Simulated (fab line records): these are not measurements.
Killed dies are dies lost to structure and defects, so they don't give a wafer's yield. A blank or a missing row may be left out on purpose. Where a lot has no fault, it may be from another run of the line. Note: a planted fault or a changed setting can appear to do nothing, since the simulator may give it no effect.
A lot that was struck, set against a sound lot -- flow n5 finfet -- 15 out of 1938 route steps
Sound: wafers L880.1, L880.5, L880.6. Struck: wafers L889.1, L889.6 (left out: L889.2, a lot-mate that was not struck); the cause follows at the end.
At each step with rows: each side's tool, then ch and its chambers, then its first start. Under that, the readings that differ: sound wafers -- struck wafers -- difference of the means -- sigmas: that difference in standard deviations of wafers without a fault.
alike: same words and numbers on both sides, and readings whose means sit less than 2 such deviations apart. not compared: any withheld reading, any reading some wafer has no value for, any bound like >300 that may hide the same value, and any number with overlapping values for which the record gives no deviation.
A row with sigmas, a row that says differs or no value, or rows on one side alone: a step with any of these is where the two part. Non-overlapping numbers with no deviation appear without sigmas and do not part them. Lack of a reading on every wafer of one side parts them only where that side has two or more wafers.

first, 8 steps without rows for these wafers: N5_BEOL_M12_COAT_58 (time 60 s, resist thk 89 nm); N5_BEOL_M12_COAT_04 (resist thk 400 nm); N5_BEOL_M12_EBR_06; N5_BEOL_M12_SOFTBAKE_05 (time 60 s); N5_BEOL_M12_EXPOSE_07 (exposes mask V11); N5_BEOL_M12_PEB_08 (peb time 90 s); N5_BEOL_M12_DEVELOP_09 (develop time 45 s); N5_BEOL_M12_HARDBAKE_14 (time 120 s).
N5_BEOL_M12_CD_MEAS_10 targets a cd of 140 nm.
  sound on cd sem-01 ch 0, day 10 23:43; struck on cd sem-03 ch 0, day 13 13:19
  alike: cd nm
N5_BEOL_M12_OVL_MEAS_11:
  sound on overlay-02 ch 0, day 10 23:45; struck on overlay-02 ch 0, day 13 13:21
  alike: V11_OVL
N5_BEOL_M12_INSPECT_12: inspects for defects (macro).
  struck on defect inspect-01, day 13 13:22; sound on defect inspect-02, day 10 23:47
  alike: raw defect count
N5_BEOL_M12_DESCUM_15: chemistry O2, time 7.9 s.
  sound on rie diel-04 ch 0,1,3, day 10 23:49; struck on rie diel-06 ch 2, day 13 13:24
  alike: drypump motor current A, oes product au, rf vpp V, showerhead plenum p Torr, throttle valve pct
  not compared: rf hours counter h
N5_BEOL_M12_ETCH_59: etches BARC in N2/H2, target depth 89 nm, overetch 26.7 nm, time 67.9 s.
  sound on rie diel-04 ch 0,1,3, day 10 23:51; struck on rie diel-06 ch 2, day 13 13:26
reading,sound,struck,difference,sigmas
bias w (W),150.4 150.4 150.3,121.4 122.3,-28.5,-61
rf vpp V (V),520.8 524.8 525.3,458.2 460.7,-64.2,-22
  alike: drypump motor current A, oes product au, showerhead plenum p Torr, throttle valve pct
  not compared: rf hours counter h, model.coat_of_BEOL_M12_COAT_04.thk nm
N5_BEOL_M12_VIA_ETCH_16: etches SiOC in C4F8/O2/Ar, target depth 724.8 nm.
  sound on rie diel-04 ch 0,1,3, day 10 23:54; struck on rie diel-06 ch 2, day 13 13:29
  alike: bias w, drypump motor current A, he inner torr, he outer torr, oes product au, rf vpp V, showerhead plenum p Torr, throttle valve pct
N5_PASSIVATION_PROBE_49:
  rows exist in the record for the struck wafers here (prober-02, day 15 09:34), but not for the sound ones

== WHERE THEY PART ==
First at N5_BEOL_M12_ETCH_59; last, within this record, at N5_PASSIVATION_PROBE_49.

WHY: what the simulator had put in
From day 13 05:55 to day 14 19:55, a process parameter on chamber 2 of rie diel-06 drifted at N5_BEOL_M12_ETCH_59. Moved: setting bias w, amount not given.
